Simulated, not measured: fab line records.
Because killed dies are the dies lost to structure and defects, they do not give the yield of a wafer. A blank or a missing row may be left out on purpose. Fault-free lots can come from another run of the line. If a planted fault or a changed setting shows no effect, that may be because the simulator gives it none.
Which tool is to blame? ; flow n5-finfet ; Sampling: 9 lots, 27 wafers, 4 of 1938 route steps

== WHAT THE GAUGES READ, wafer by wafer ==
N5_BEOL_M4_RC_MEAS_101. Usual: DIBL_N 36.3 mV/V, standard deviation 1.7; DIBL_P 36.5 mV/V, standard deviation 1.8; IOFF_N 0.16 nA/um, standard deviation 0.033; IOFF_P 0.21 nA/um, standard deviation 0.037; ION_N 675 uA/um, standard deviation 11; ION_P 462 uA/um, standard deviation 7.9; SS_N 71.6 mV/dec, standard deviation 0.64; SS_P 73.3 mV/dec, standard deviation 0.68; VT_N 249 mV, standard deviation 3.3; VT_P -250 mV, standard deviation 3.3.
lot;measured;on;DIBL_N (mV/V);DIBL_P (mV/V);IOFF_N (nA/um);IOFF_P (nA/um);ION_N (uA/um);ION_P (uA/um);SS_N (mV/dec);SS_P (mV/dec);VT_N (mV);VT_P (mV);flag
L731;day 8 07:23;prober-01;37.0 35.9 36.4;37.9 36.4 36.4;0.16 0.14 0.14;0.23 0.22 0.21;674 669 675;464 461 471;71.5 71.1 71.3;73.7 73.5 73.1;249 251 251;-251 -250 -250;
L733;day 8 14:43;prober-01;36.4 38.2 37.6;35.8 38.6 37.2;0.15 0.19 0.16;0.22 0.26 0.24;672 682 671;463 470 466;72.0 71.9 72.3;72.9 74.6 74.0;249 245 250;-248 -246 -245;
L734;day 8 14:51;prober-02;37.3 33.8 35.5;37.5 33.5 36.1;0.18 0.12 0.15;0.23 0.17 0.21;680 677 683;470 471 476;71.2 70.7 72.1;72.8 71.7 72.8;247 255 250;-250 -253 -250;
L739;day 10 07:21;prober-01;34.9 35.6 33.3;35.2 36.8 33.1;0.15 0.16 0.12;0.22 0.23 0.19;679 675 690;467 467 479;71.0 71.6 70.1;73.7 74.1 72.8;249 249 254;-250 -248 -249;
L738;day 10 07:46;prober-02;34.4 36.1 36.9;34.8 37.7 38.2;0.11 0.14 0.15;0.16 0.21 0.20;662 653 662;448 460 450;70.0 70.6 71.1;72.8 73.9 73.8;253 253 251;-257 -251 -253;
L740;day 10 09:15;prober-01;35.8 35.6 34.2;36.3 34.7 33.9;0.16 0.15 0.13;0.20 0.17 0.17;684 666 657;464 450 448;71.3 71.1 71.1;72.9 72.7 72.1;249 249 251;-251 -253 -253;
L741;day 10 15:11;prober-02;37.2 37.7 35.5;37.8 39.0 36.4;0.19 0.19 0.16;0.25 0.27 0.23;685 675 683;472 466 475;72.0 72.6 71.1;72.9 73.8 73.1;246 246 249;-244 -247 -248;
L749;day 13 00:05;prober-02;33.4 35.3 34.3;33.1 34.8 33.9;0.13 0.16 0.14;0.17 0.19 0.18;682 677 672;465 462 459;71.4 71.3 71.9;72.7 73.6 73.2;251 247 250;-254 -251 -252;
L752;day 13 10:06;prober-01;33.2 36.3 36.8;33.6 37.7 38.6;0.12 0.18 0.19;0.16 0.21 0.22;669 678 677;452 461 458;71.2 71.9 72.1;72.4 74.4 74.3;252 248 246;-256 -250 -253;

N5_BEOL_M9_CD_MEAS_35: target cd 70 nm, target cd y 40 nm. Usual: cd-nm 69.9 nm, standard deviation 0.6.
lot;measured;on;cd-nm (nm);flag
L731;day 9 23:56;cd-sem-03;71.1 70.4 70.1;
L733;day 10 09:15;cd-sem-01;69.8 70.3 70.7;
L734;day 10 07:08;cd-sem-02;70.7 69.6 71.0;
L739;day 11 23:40;cd-sem-01;69.6 69.2 69.7;
L738;day 12 01:59;cd-sem-02;70.7 70.7 69.6;
L740;day 12 05:55;cd-sem-02;70.7 70.1 71.2;
L741;day 12 12:53;cd-sem-03;68.9 70.5 70.2;
L749;day 14 18:06;cd-sem-03;70.5 68.8 71.1;
L752;day 15 11:08;cd-sem-03;70.4 71.0 70.2;

== WHAT TOOL EACH LOT RAN ON (gives the tool, then ch and the chambers of the sampled wafers, and finally the start) ==
lot;N5_BEOL_M9_TRENCH_ETCH_37;N5_BEOL_M9_ETCH_41
L731;rie-diel-05 ch 0,2,3, day 9 23:56 or earlier;rie-diel-05 ch 0,2,3, day 9 23:56 or earlier
L733;rie-diel-05 ch 0,1,2, day 10 09:15 or earlier;rie-diel-05 ch 0,1,2, day 10 09:15 or earlier
L734;rie-diel-05 ch 1,2,3, day 10 07:08 or earlier;rie-diel-05 ch 1,2,3, day 10 07:08 or earlier
L739;rie-diel-02 ch 0,3, day 11 23:40 or earlier;rie-diel-02 ch 0,3, day 11 23:40 or earlier
L738;rie-diel-02 ch 1,2,3, day 12 01:59 or earlier;rie-diel-02 ch 1,2,3, day 12 01:59 or earlier
L740;rie-diel-04 ch 0,1, day 12 05:55 or earlier;rie-diel-04 ch 0,1, day 12 05:55 or earlier
L741;rie-diel-02 ch 0,1,2, day 12 12:53 or earlier;rie-diel-02 ch 0,1,2, day 12 12:53 or earlier
L749;rie-diel-04 ch 1,2,3, day 14 18:06 or earlier;rie-diel-04 ch 1,2,3, day 14 18:06 or earlier
L752;rie-diel-05 ch 0,1, day 15 11:08 or earlier;rie-diel-05 ch 0,1, day 15 11:08 or earlier
- N5_BEOL_M9_TRENCH_ETCH_37: etches SiCOH lowk in C4F6/O2, target depth 151.43 nm, time 49 s.
- N5_BEOL_M9_ETCH_41: etches SiCN in CH3F/O2, target depth 36.6 nm, time 70.1 s.

== AS READ BY THE TOOLS THEMSELVES (means over the sampled wafers that have a number; for cases with no such wafer, the mark the record gives instead) ==
N5_BEOL_M9_TRENCH_ETCH_37. Usual: drypump-motor-current-A 5.8 A, standard deviation 0.4; oes_ar_750_au 0.76 a.u., standard deviation 0.08; oes-product-au 0.76 a.u., standard deviation 0.085; rf-vpp-V 664 V, standard deviation 9; showerhead-plenum-p-Torr 2.84 Torr, standard deviation 0.072; throttle-valve-pct 20.97 %, standard deviation 0.24.
lot;tool;drypump-motor-current-A (A);oes_ar_750_au (a.u.);oes-product-au (a.u.);rf-vpp-V (V);showerhead-plenum-p-Torr (Torr);throttle-valve-pct (%);flag
L731;rie-diel-05;5.8;0.77;0.77;659;2.86;20.91;
L733;rie-diel-05;5.9;0.74;0.73;654;2.91;20.91;
L734;rie-diel-05;5.9;0.73;0.71;651;2.88;20.89;
L739;rie-diel-02;5.8;0.70;0.70;669;2.81;21.04;
L738;rie-diel-02;6.1;0.72;0.71;663;2.83;21.06;
L740;rie-diel-04;5.2;0.78;0.79;674;2.84;21.06;
L741;rie-diel-02;6.0;0.72;0.73;670;2.82;21.16;
L749;rie-diel-04;5.6;0.81;0.81;671;2.85;20.94;
L752;rie-diel-05;6.2;0.86;0.86;653;2.89;20.69;

N5_BEOL_M9_ETCH_41. Usual: drypump-motor-current-A 5.8 A, standard deviation 0.4; oes-product-au 0.76 a.u., standard deviation 0.086; rf-vpp-V 297.2 V, standard deviation 1.4; showerhead-plenum-p-Torr 1.99 Torr, standard deviation 0.054; throttle-valve-pct 16.38 %, standard deviation 0.25.
lot;tool;drypump-motor-current-A (A);oes-product-au (a.u.);rf-vpp-V (V);showerhead-plenum-p-Torr (Torr);throttle-valve-pct (%);flag
L731;rie-diel-05;5.8;0.77;297.8;2.01;16.32;
L733;rie-diel-05;5.9;0.73;298.1;2.05;16.34;
L734;rie-diel-05;5.9;0.71;297.9;2.02;16.32;
L739;rie-diel-02;5.8;0.71;297.2;1.97;16.49;
L738;rie-diel-02;6.0;0.71;297.8;1.99;16.48;
L740;rie-diel-04;5.2;0.80;296.4;1.99;16.42;
L741;rie-diel-02;6.0;0.72;296.9;1.98;16.58;
L749;rie-diel-04;5.5;0.81;297.0;2.00;16.30;
L752;rie-diel-05;6.2;0.86;297.5;2.03;16.08;

== THE ANSWER, worked out from the rows above alone ==
Rule: a lot is off if the mean of its wafers that have a number lies more than 3 standard deviations from the usual mean. A lot without any number at a reading at which 4 lots or more have one is off too. The other lots that the step has rows for count as sound. Order of review: gauges by route order, followed by the tools' own readings, for which a lot's mean as printed above is used. At the first step where some lot is off, the reading lying furthest off is the one used; lots without a number count as furthest.
Nothing can be told from this: no lot is off at any reading shown.

== WHAT THE SIMULATOR HAD INSERTED ==
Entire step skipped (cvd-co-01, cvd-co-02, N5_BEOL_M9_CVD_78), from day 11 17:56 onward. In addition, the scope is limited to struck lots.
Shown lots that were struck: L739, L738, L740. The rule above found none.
